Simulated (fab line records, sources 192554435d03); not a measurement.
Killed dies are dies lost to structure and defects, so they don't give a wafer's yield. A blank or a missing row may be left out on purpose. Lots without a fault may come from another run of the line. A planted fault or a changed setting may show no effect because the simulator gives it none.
Chamber matching | flow n5_finfet | N5_BEOL_M12_CMP_49 on cmp-02: 4 sister chambers
The step polishes, stops on SiOC, t overpolish 20.6 s, target thk 320 nm. 4 wafers are shown with their chamber, then 7 later ones without.

WAFERS WITH THEIR CHAMBER
wafer  | chamber | motor_current_A (A)
L075.4 | 3       | 5.5
L085.2 | 1       | 6.1
L088.1 | 0       | 5.7
L088.4 | 2       | 6.1

WAFERS WITHOUT THEIR CHAMBER
wafer  | motor_current_A (A)
L087.3 | 6.2
L087.4 | 6.3
L094.1 | 6.2
L094.2 | 5.3
L094.4 | 5.8
L095.1 | 6.0
L095.3 | 6.5

WHICH CHAMBER EACH WENT THROUGH
wafer  | from the rows above               | in truth
L087.3 | can't be placed: 1 or 2 or 0      | 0
L087.4 | can't be placed: 1 or 2 or 0      | 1
L094.1 | can't be placed: 1 or 2 or 0      | 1
L094.2 | can't be placed: 3 or 0           | 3
L094.4 | can't be placed: 0 or 1 or 2 or 3 | 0
L095.1 | can't be placed: 1 or 2 or 0      | 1
L095.3 | can't be placed: 1 or 2 or 0      | 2
Placed correctly: 0 of 7. Can't be placed from these rows: 7 (the true chamber is among the candidates in 7). Placed wrongly: 0.
How it was worked out, from the rows above alone: a wafer's distance from a chamber is the root of the sum, over the readings, of the square of ((its reading less the chamber's mean) divided by the reading's scatter). The wafer belongs to the nearest chamber; if the next one is less than 2 further off, it can't be placed. A chamber's mean is the mean of its shown wafers. The scatter: with one shown wafer a chamber, the root of the mean of the squares of how far each hidden wafer lies from its nearest shown one.
